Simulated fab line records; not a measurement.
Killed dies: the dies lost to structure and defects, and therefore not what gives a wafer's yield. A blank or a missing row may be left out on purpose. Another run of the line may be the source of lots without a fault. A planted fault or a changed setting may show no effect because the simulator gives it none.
Which of the tools did it? :: flow nand harc :: 6 lots, 18 wafers sampled, at 5 steps of a route of 1302

WHAT EACH GAUGE READ, for each wafer
NHARC_END_SORT_01.
lot: L910
measured: day 25 20:25
on: prober-02
killed at other: 0 0 0

lot: L915
measured: day 27 08:34
on: prober-01
killed at other: 2 0 0

lot: L921
measured: day 29 12:42
on: prober-01
killed at other: 1 0 1

lot: L926
measured: day 32 04:54
on: prober-02
killed at other: 2 0 0

lot: L928
measured: day 32 12:42
on: prober-01
killed at other: 0 1 0

lot: L932
measured: day 34 02:55
on: prober-02
killed at other: 1 0 1

EACH LOT AND THE TOOL THAT RAN IT (in order: tool; ch and the chambers of the sampled wafers; start)
lot: L910
NHARC_A_SLIT_ETCH_17: har etch-02 ch 0,1, day 21 03:26
NHARC_A_SLIT_STRIP_18: rie diel-05 ch 1,2,3, day 21 17:02 or earlier
NHARC_A_WL_FILL_CVD_03: cvd w-01 ch 0,1, day 21 17:02
NHARC_A_WL_FILL_ETCHBACK_04: rie metal-02 ch 0,1, day 21 17:23

lot: L915
NHARC_A_SLIT_ETCH_17: har etch-02 ch 0,1, day 22 07:35
NHARC_A_SLIT_STRIP_18: rie diel-12 ch 2,3, day 22 20:57 or earlier
NHARC_A_WL_FILL_CVD_03: cvd w-02 ch 0,1, day 22 20:57
NHARC_A_WL_FILL_ETCHBACK_04: rie metal-01 ch 0,1, day 22 21:19

lot: L921
NHARC_A_SLIT_ETCH_17: har etch-02 ch 0,1, day 24 21:44
NHARC_A_SLIT_STRIP_18: rie diel-06 ch 0,2,3, day 25 10:23 or earlier
NHARC_A_WL_FILL_CVD_03: cvd w-01 ch 0,1, day 25 10:23
NHARC_A_WL_FILL_ETCHBACK_04: rie metal-01 ch 0,1, day 25 10:46

lot: L926
NHARC_A_SLIT_ETCH_17: har etch-02 ch 0,1, day 27 19:34
NHARC_A_SLIT_STRIP_18: rie diel-06 ch 0,2,3, day 28 07:58 or earlier
NHARC_A_WL_FILL_CVD_03: cvd w-01 ch 0,1, day 28 07:58
NHARC_A_WL_FILL_ETCHBACK_04: rie metal-03 ch 0,1, day 28 08:20

lot: L928
NHARC_A_SLIT_ETCH_17: har etch-02 ch 0,1, day 27 23:41
NHARC_A_SLIT_STRIP_18: rie diel-12 ch 0,1,2, day 28 12:34 or earlier
NHARC_A_WL_FILL_CVD_03: cvd w-01 ch 0,1, day 28 12:34
NHARC_A_WL_FILL_ETCHBACK_04: rie metal-01 ch 0,1, day 28 12:56

lot: L932
NHARC_A_SLIT_ETCH_17: har etch-01 ch 0,1, day 29 08:23
NHARC_A_SLIT_STRIP_18: rie diel-06 ch 0,1,3, day 29 20:26 or earlier
NHARC_A_WL_FILL_CVD_03: cvd w-01 ch 0,1, day 29 20:26
NHARC_A_WL_FILL_ETCHBACK_04: rie metal-01 ch 0,1, day 29 20:47
- NHARC_A_SLIT_ETCH_17: etches the open film in C4F8/O2/Ar, time 4254.5 s, target depth 20300 nm.
- NHARC_A_SLIT_STRIP_18: strips in O2.
- NHARC_A_WL_FILL_CVD_03: deposits W, target thk 40 nm, time 279 s.
- NHARC_A_WL_FILL_ETCHBACK_04: etches the open film in NF3, target depth 60 nm, time 120 s.

THE ANSWER, worked out from the rows above alone
Rule: the lots themselves supply what counts as usual. The widest of any qualifying gaps counts: lots, ordered by their means at a reading, are off when they make up no more than a third of the lots, leave a main group of 4 or more, and stand apart from it by 3 or more times the standard deviation of that group's means. A main group is skipped when, at the precision printed for the reading in the tables above, its means are all equal. A lot without any number at a reading at which 4 lots or more have one is off too. Any other lot the step has rows for is counted as sound.
No lot is off at any reading shown: from this, nothing can be told.

WHAT THE SIMULATOR PUT IN
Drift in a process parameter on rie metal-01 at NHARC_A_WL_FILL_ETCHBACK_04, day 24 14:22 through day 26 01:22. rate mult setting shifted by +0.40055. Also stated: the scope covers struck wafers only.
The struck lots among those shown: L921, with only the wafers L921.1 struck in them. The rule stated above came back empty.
